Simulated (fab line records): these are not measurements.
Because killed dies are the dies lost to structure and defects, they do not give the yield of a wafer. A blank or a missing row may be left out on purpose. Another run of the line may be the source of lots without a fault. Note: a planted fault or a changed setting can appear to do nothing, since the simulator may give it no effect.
8D (eight disciplines) problem report, filled in by code || flow n5Finfet || the parts of the form that need people (team, actions taken, sign-off) are left out

== 1. WHAT WENT WRONG ==
Mean M14_ILD_THK at N5_BEOL_M14_THK_MEAS_01: 1555 nm over 3 wafers in 3 lots; fault-free wafers: 1120 nm, standard deviation 17. That puts it +26 standard deviations away from the usual mean.
First observed at day 14 10:52: wafer L656.5, on filmMetro-02. The record holds 28 wafers of 12 lots with a number at this step. By rule, "out" or "out of limits" means more than 4 standard deviations away from the usual mean. The other wafers with a number count as sound.

== 2. WHAT IT IS; WHAT IT IS NOT ==
{"question": "which readings at this step", "is": "M14_ILD_THK", "is not": "-"}
{"question": "which lots", "is": "L656, L657, L658", "is not": "L645, L646, L649, L650, L659, L660, L662, L665, L666"}
{"question": "which wafers of those lots", "is": "L656.5, L657.5, L658.2", "is not": "L656.4, L657.1, L658.1"}
{"question": "read on which gauges", "is": "filmMetro-02", "is not": "filmMetro-01"}
{"question": "when", "is": "from day 14 10:52", "is not": "up to then (11 sound wafers); but 14 sound wafers of L657, L658, L659, L660, L662, L665, L666 came after"}

== 3. SUSPECTS, AND WHAT RULES EACH OUT ==
Counting: if a tool at a process step up to the reading ran every lot that is out, it stays a suspect. Sound lots after the first of them don't rule it out here, since some wafers of a struck lot are sound.
- the gauge at N5_BEOL_M14_THK_MEAS_01 is ruled out. All the wafers that are out were read on filmMetro-02, but those of them that N5_BEOL_M14_ILD_DEP_00 has rows for are out there too, on other tools.
- pecvd-03 at N5_BEOL_M14_ILD_DEP_00 (deposits SiO2 from TEOS/O2, target thk 1119.3 nm, time 237.4 s): kept. It processed each lot that is out (first: L656, day 14 10:46); up to then, its last sound lot is L645 (day 11 10:59). Its own runLengthS readings are out on those wafers.
Left after counting: pecvd-03 at N5_BEOL_M14_ILD_DEP_00.

== 4. THE CAUSE (what the simulator had put in) ==
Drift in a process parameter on pecvd-03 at N5_BEOL_M14_ILD_DEP_00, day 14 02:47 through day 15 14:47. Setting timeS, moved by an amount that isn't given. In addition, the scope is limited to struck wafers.
This tool alone remained once counting was done.

== 5. SEQUENCE OF EFFECTS, ordered by route ==
Each row: a reading whose mean over the struck wafers that have a number lies more than 3 standard deviations from the usual. Only readings whose record carries a usual standard deviation are examined. hours: median over the lots of the time between each lot's start at the first step of this table that gives one and its start at this step. sigmas: the change, counted in usual standard deviations.
{"hours": 0, "step": "N5_BEOL_M14_ILD_DEP_00", "reading": "runLengthS", "usual": "280.1 s", "on struck wafers": 368.6, "change": "+88.5", "sigmas": "+99 or more"}
{"hours": 0, "step": "N5_BEOL_M14_THK_MEAS_01", "reading": "M14_ILD_THK", "usual": "1120 nm", "on struck wafers": 1555, "change": "+435", "sigmas": "+26"}
The process steps in it:
- N5_BEOL_M14_ILD_DEP_00: deposits SiO2 from TEOS/O2, target thk 1119.3 nm, time 237.4 s.

== 6. WHAT WOULD HAVE CAUGHT IT SOONER ==
8 hours passed between the start of the fault at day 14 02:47 and the first reading out of limits at a measuring or inspecting step in this record, taken at day 14 10:52.
At N5_BEOL_M14_ILD_DEP_00, the tool's own readings (runLengthS) were out on each struck wafer the step has a row for, so an alarm limit on them would have fired on the first such wafer.
Of the lots that are out (3), L658, L657 began N5_BEOL_M14_ILD_DEP_00 on pecvd-03 after day 14 10:52. A hold on the tool at that time would have spared those 2.
